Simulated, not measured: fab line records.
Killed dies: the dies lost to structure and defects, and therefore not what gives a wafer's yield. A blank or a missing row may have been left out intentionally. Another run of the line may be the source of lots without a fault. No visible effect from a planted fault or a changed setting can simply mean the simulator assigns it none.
Struck lot and sound lot, side by side	flow n5Finfet	26 out of 1938 route steps
Sound: the wafers L577.2, L577.3, L577.6. Struck: wafers L563.1, L563.4, L563.6. At the end, the cause is stated.
Order at every step that has rows: each side's tool, ch and its chambers, its first start. Under that, the readings that differ: sound wafers	struck wafers	difference of the means	sigmas: that difference in standard deviations of wafers without a fault.
alike: words and numbers the same on both sides, and readings whose means are apart by under 2 such deviations; not compared: readings that were withheld, readings missing a value for some wafer, numbers with overlapping values and no deviation given by the record, and bounds like >300 which may hide the same value.
A row with sigmas, a row that says differs or no value, or rows on one side alone: a step with any of these is where the two part. Numbers that don't overlap but have no deviation are shown without sigmas and don't part them. Lack of a reading on every wafer of one side parts them only where that side has two or more wafers.

first, 8 steps without rows for these wafers: N5_BEOL_M4_PRE_CLEAN_60 (time 15 s); N5_BEOL_M4_CO_CAP_55 (material Co, precursor CCTBA/H2, target thk 2 nm, time 102.1 s); N5_BEOL_M4_PRE_CLEAN_56 (time 15 s); N5_BEOL_M4_DEP_57 (deposits SiCN from 3MS/NH3, target thk 8 nm, time 14 s); N5_BEOL_M5_ILD_DEP_00 (deposits SiCOH lowk from DEMS/porogen, target thk 140.64 nm, time 25.9 s); N5_BEOL_M5_CURE_79 (cures SiCOH lowk, time 240 s); N5_BEOL_M5_PECVD_70 (deposits SiO2 from TEOS/O2, target thk 16 nm, time 18 s); N5_BEOL_M5_HM_DEP_02 (deposits TiN, target thk 20 nm).
N5_BEOL_M5_COAT_59: time 60 s, resist thk 60 nm.
  sound on lithoTrack-01 ch 0, day 14 21:23; struck on lithoTrack-04 ch 0, day 10 22:44
reading	sound	struck	difference	sigmas
spinSpeedRpm (rpm)	1500.7 1498.7 1499.3	1699.0 1698.1 1697.3	+198.6	+99 or more
model.SOC_of_BEOL_M5_COAT_59.thkNm (nm)	60 60.2 60	56.4 56.6 56.2	-3.7	
then, 11 steps without rows for these wafers: N5_BEOL_M5_COAT_60 (time 60 s, resist thk 12 nm); N5_BEOL_M5_COAT_71 (time 60 s, resist thk 5 nm); N5_BEOL_M5_COAT_05 (resist thk 30 nm); N5_BEOL_M5_EBR_07; N5_BEOL_M5_SOFTBAKE_06 (time 60 s); N5_BEOL_M5_EXPOSE_08 (exposes mask M5, target cd 28 nm); N5_BEOL_M5_PEB_09 (peb time 60 s); N5_BEOL_M5_DEVELOP_10 (develop time 30 s); N5_BEOL_M5_DESCUM_16 (chemistry O2, time 7 s); N5_BEOL_M5_ETCH_72 (etches underlayer in N2/H2, target depth 6.5 nm, time 5.2 s); N5_BEOL_M5_ETCH_61 (etches SiARC in CF4, target depth 15.6 nm, time 26 s).
N5_BEOL_M5_ETCH_62: etches SOC in N2/H2, target depth 75 nm, overetch 15 nm, time 112.5 s.
  sound on rieDiel-02 ch 0,3, day 14 23:35; struck on rieDiel-02 ch 1,2, day 10 23:12
reading	sound	struck	difference	sigmas
throttleValvePct (%)	17.86 17.56 17.55	18.15 18.11 18.12	+0.47	+2
model.etch.depthNm (nm)	59.9 60.24 60.09	56.43 56.51 56.29	-3.67	
  alike: drypumpMotorCurrentA, h2FlowSccm, n2FlowSccm, oesProductAu, rfVppV, showerheadPlenumPTorr
  not compared: rfHoursCounterH
then, 3 steps without rows for these wafers: N5_BEOL_M5_STRIP_63 (strips in N2/H2); N5_BEOL_M5_STRIP_73 (strips in N2/H2); N5_BEOL_M5_STRIP_64 (strips in CF4).
N5_BEOL_M5_HM_OPEN_17: chemistry Cl2/BCl3, target TiN, target depth 20 nm, overetch 6 nm.
  sound on rieMetal-03 ch 0,1, day 15 00:02; struck on rieMetal-02 ch 0,1, day 10 23:22
reading	sound	struck	difference	sigmas
model.SOC_of_BEOL_M5_COAT_59.thkNm (nm)	52 52.4 51.8	48.6 48.6 48.4	-3.5	
  alike: drypumpMotorCurrentA, oesProductAu, throttleValvePct
  not compared: rfHoursCounterH
then, 1 step without rows for these wafers: N5_BEOL_M5_STRIP_19 (strips in O2).

## WHERE THEY PART
At N5_BEOL_M5_COAT_59 first; at N5_BEOL_M5_ETCH_62 last (within this record only). Later steps at which nothing parts them and some readings are alike: N5_BEOL_M5_HM_OPEN_17.

WHY: the cause the simulator had injected
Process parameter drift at N5_BEOL_M5_COAT_59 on lithoTrack-04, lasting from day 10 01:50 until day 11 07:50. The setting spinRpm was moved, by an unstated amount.
